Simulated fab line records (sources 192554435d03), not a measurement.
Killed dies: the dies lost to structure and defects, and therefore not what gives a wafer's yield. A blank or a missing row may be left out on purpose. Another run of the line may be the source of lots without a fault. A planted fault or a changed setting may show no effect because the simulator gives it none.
What tool caused it? | flow n5_finfet | 10 lots, 30 wafers sampled, at 5 steps of a route of 1938

== WHAT THE GAUGES READ, wafer by wafer ==
N5_FIN_SAQP_OVL_MEAS_17.
lot  | measured    | on         | FIN_CORE_OVL (nm)
L346 | day 2 11:08 | overlay-02 | -0.9 0.5 -1.0
L347 | day 2 11:20 | overlay-02 | -0.5 -0.8 -0.7
L349 | day 2 22:43 | overlay-01 | -1.0 0.6 0.4
L350 | day 3 04:26 | overlay-01 | 0.1 0.2 -0.7
L353 | day 3 22:13 | overlay-01 | -0.8 -1.0 -0.8
L356 | day 4 16:02 | overlay-02 | -0.9 -1.8 -1.1
L357 | day 4 21:53 | overlay-01 | -1.2 0.1 0.4
L366 | day 7 03:55 | overlay-02 | -1.3 -1.6 -0.4
L367 | day 7 10:28 | overlay-02 | -0.4 -0.1 -1.2
L368 | day 7 16:16 | overlay-01 | 0.3 0.0 -0.3

N5_BEOL_M4_RC_MEAS_101.
lot  | measured     | on        | DIBL_N (mV/V)  | DIBL_P (mV/V)  | IOFF_N (nA/um) | IOFF_P (nA/um) | ION_N (uA/um) | ION_P (uA/um) | SS_N (mV/dec)  | SS_P (mV/dec)  | VT_N (mV)   | VT_P (mV)
L346 | day 8 20:15  | prober-02 | 36.7 34.7 39.2 | 38.2 33.9 41.4 | 0.19 0.14 0.25 | 0.25 0.17 0.32 | 675 666 693   | 465 457 473   | 72.5 72.2 72.8 | 73.7 72.5 74.6 | 248 250 242 | -248.4 -252.9 -245.7
L347 | day 8 23:30  | prober-01 | 36.3 35.8 38.5 | 37.4 37.5 40.0 | 0.17 0.16 0.23 | 0.21 0.22 0.26 | 683 672 702   | 462 468 475   | 71.5 70.7 71.8 | 73.8 72.9 73.9 | 248 250 245 | -249.2 -247.8 -246.1
L349 | day 9 10:52  | prober-02 | 33.9 37.5 35.4 | 34.9 37.1 36.2 | 0.13 0.19 0.15 | 0.17 0.20 0.19 | 674 668 678   | 461 455 470   | 70.4 72.0 71.5 | 73.2 73.4 73.2 | 254 248 249 | -250.4 -251.0 -250.7
L350 | day 10 02:00 | prober-02 | 32.7 34.2 35.7 | 32.6 34.1 37.3 | 0.10 0.12 0.15 | 0.14 0.16 0.20 | 643 663 692   | 446 453 471   | 70.0 71.5 71.5 | 71.9 72.7 73.3 | 259 255 248 | -257.7 -254.1 -249.6
L353 | day 10 05:17 | prober-01 | 37.1 38.0 40.5 | 38.9 39.6 43.6 | 0.18 0.18 0.26 | 0.20 0.22 0.29 | 690 681 697   | 466 464 464   | 70.7 71.6 72.0 | 73.9 74.2 74.2 | 244 247 242 | -253.0 -252.3 -248.7
L356 | day 10 11:23 | prober-01 | 35.3 34.6 32.8 | 35.9 35.0 32.3 | 0.13 0.13 0.10 | 0.21 0.19 0.15 | 668 673 657   | 464 473 458   | 70.6 70.6 70.4 | 73.9 73.0 71.3 | 255 253 259 | -250.9 -252.9 -252.3
L357 | day 11 08:05 | prober-01 | 35.0 38.4 38.7 | 33.1 38.1 39.4 | 0.12 0.20 0.20 | 0.16 0.23 0.25 | 660 671 673   | 450 455 459   | 70.9 72.2 71.8 | 73.1 73.1 74.1 | 254 248 248 | -254.4 -248.3 -248.3
L366 | day 14 04:22 | prober-01 | 36.3 36.6 35.2 | 34.9 36.3 33.6 | 0.15 0.15 0.13 | 0.20 0.22 0.17 | 679 671 661   | 465 459 450   | 71.5 70.9 71.0 | 73.1 73.6 71.9 | 246 249 250 | -251.2 -251.9 -253.3
L367 | day 14 07:43 | prober-02 | 37.5 37.7 36.6 | 39.3 39.7 38.0 | 0.18 0.18 0.16 | 0.24 0.25 0.23 | 691 680 685   | 475 471 474   | 71.0 72.0 71.1 | 73.8 74.1 73.4 | 246 247 246 | -246.5 -247.2 -248.1
L368 | day 14 06:26 | prober-01 | 37.2 37.9 39.3 | 37.1 36.6 38.0 | 0.16 0.16 0.20 | 0.21 0.21 0.25 | 673 681 687   | 457 461 464   | 71.4 72.1 72.2 | 73.4 74.0 73.7 | 250 250 247 | -252.4 -252.9 -246.7

== EACH LOT AND THE TOOL THAT RAN IT (in order: tool; ch and the chambers of the sampled wafers; start) ==
lot  | N5_PMOS_HMC_CHANNEL_EPI_FIN_RECESS_16 | N5_PMOS_HMC_CHANNEL_EPI_EPI_26 | N5_FIN_SAQP_ALD_61
L346 | rie_si-06 ch 0,2,3, day 2 06:01       | epi_rpcvd-03 ch 0, day 2 08:51 | ald_sin-04 ch 2,3, day 2 09:51
L347 | rie_si-05 ch 1,2, day 2 06:42         | epi_rpcvd-01 ch 0, day 2 09:25 | ald_sin-04 ch 0,1,3, day 2 10:01
L349 | rie_si-06 ch 1,2,3, day 2 18:46       | epi_rpcvd-03 ch 0, day 2 20:40 | ald_sin-03 ch 1,2, day 2 21:24
L350 | rie_si-06 ch 0,1,2, day 3 00:13       | epi_rpcvd-04 ch 0, day 3 02:33 | ald_sin-02 ch 0,1,2, day 3 03:03
L353 | rie_si-06 ch 0,2,3, day 3 17:54       | epi_rpcvd-01 ch 0, day 3 19:58 | ald_sin-04 ch 0,3, day 3 20:20
L356 | rie_si-06 ch 0,1,2, day 4 11:53       | epi_rpcvd-04 ch 0, day 4 14:15 | ald_sin-03 ch 0,1,3, day 4 14:43
L357 | rie_si-06 ch 2,3, day 4 18:11         | epi_rpcvd-01 ch 0, day 4 20:07 | ald_sin-03 ch 0,2,3, day 4 20:45
L366 | rie_si-02 ch 0,1,3, day 6 23:50       | epi_rpcvd-04 ch 0, day 7 01:45 | ald_sin-03 ch 0,1, day 7 02:41
L367 | rie_si-05 ch 0,1,2, day 7 05:49       | epi_rpcvd-04 ch 0, day 7 08:08 | ald_sin-03 ch 1,3, day 7 09:14
L368 | rie_si-05 ch 1,3, day 7 12:43         | epi_rpcvd-04 ch 0, day 7 14:42 | ald_sin-04 ch 2,3, day 7 15:09
- N5_PMOS_HMC_CHANNEL_EPI_FIN_RECESS_16: chemistry HBr/Cl2, target Si, target depth 54 nm, time 18 s.
- N5_PMOS_HMC_CHANNEL_EPI_EPI_26: deposits Si from SiH4/H2, target thk 3.8 nm, time 22.7 s.
- N5_FIN_SAQP_ALD_61: deposits SiO2, target thk 4 nm, pulse time 1 s, purge time 2 s.

== WHAT THE TOOLS THEMSELVES READ (means of the sampled wafers that have a number; where no wafer has one, the mark that the record gives instead) ==
N5_PMOS_HMC_CHANNEL_EPI_FIN_RECESS_16.
lot  | tool      | drypump_motor_current_A (A) | oes_product_au (a.u.) | throttle_valve_pct (%)
L346 | rie_si-06 | 5.7                         | 1.009                 | 35.61
L347 | rie_si-05 | 5.8                         | 1.012                 | 35.66
L349 | rie_si-06 | 5.5                         | 1.013                 | 35.59
L350 | rie_si-06 | 5.8                         | 0.997                 | 35.63
L353 | rie_si-06 | 5.7                         | 1.006                 | 35.61
L356 | rie_si-06 | 5.9                         | 1.014                 | 35.61
L357 | rie_si-06 | 5.2                         | 1.011                 | 35.45
L366 | rie_si-02 | 5.5                         | 1.000                 | 35.45
L367 | rie_si-05 | 6.0                         | 1.014                 | 35.71
L368 | rie_si-05 | 5.9                         | 0.985                 | 35.50

N5_PMOS_HMC_CHANNEL_EPI_EPI_26.
lot  | tool         | chamber_pressure_Torr (Torr) | throttle_valve_pct (%)
L346 | epi_rpcvd-03 | 20.00                        | 11.32
L347 | epi_rpcvd-01 | 20.01                        | 11.63
L349 | epi_rpcvd-03 | 19.98                        | 11.25
L350 | epi_rpcvd-04 | 19.97                        | 11.47
L353 | epi_rpcvd-01 | 20.07                        | 11.52
L356 | epi_rpcvd-04 | 19.95                        | 11.53
L357 | epi_rpcvd-01 | 19.98                        | 11.72
L366 | epi_rpcvd-04 | 20.02                        | 11.41
L367 | epi_rpcvd-04 | 19.99                        | 11.39
L368 | epi_rpcvd-04 | 20.00                        | 11.37

N5_FIN_SAQP_ALD_61.
lot  | tool       | chamber_pressure_Torr (Torr) | heater_power_outer_w (W) | heater_power_w (W) | precursor_pulse_height_rel
L346 | ald_sin-04 | 2.001                        | 278                      | 484                | 1.009
L347 | ald_sin-04 | 1.998                        | 262                      | 478                | 0.999
L349 | ald_sin-03 | 1.999                        | 286                      | 480                | 1.016
L350 | ald_sin-02 | 1.998                        | 253                      | 458                | 0.978
L353 | ald_sin-04 | 2.000                        | 267                      | 512                | 0.993
L356 | ald_sin-03 | 1.998                        | 284                      | 499                | 0.988
L357 | ald_sin-03 | 2.004                        | 291                      | 515                | 0.995
L366 | ald_sin-03 | 2.004                        | 285                      | 483                | 1.001
L367 | ald_sin-03 | 1.998                        | 266                      | 480                | 0.995
L368 | ald_sin-04 | 2.001                        | 281                      | 492                | 0.993

== THE ANSWER, worked out from the rows above alone ==
Rule: what is usual is taken from the lots themselves. The widest of any qualifying gaps counts: lots, ordered by their means at a reading, are off when they make up no more than a third of the lots, leave a main group of 4 or more, and stand apart from it by 3 or more times the standard deviation of that group's means. Not used: any main group whose means are identical at the precision the tables above print for the reading. A lot without any number at a reading at which 4 lots or more have one is off too. Where the step has rows for the other lots, those lots are counted as sound. The gauges are gone through in route order, then the tools' own readings, and for those a lot's mean is taken as printed above. The first step at which some lot is off is used, and at that step the reading that is off furthest; a lot without a number counts as furthest.
No lot is off on any of the readings shown, so nothing can be concluded from this.

== WHAT HAD BEEN PUT IN BY THE SIMULATOR ==
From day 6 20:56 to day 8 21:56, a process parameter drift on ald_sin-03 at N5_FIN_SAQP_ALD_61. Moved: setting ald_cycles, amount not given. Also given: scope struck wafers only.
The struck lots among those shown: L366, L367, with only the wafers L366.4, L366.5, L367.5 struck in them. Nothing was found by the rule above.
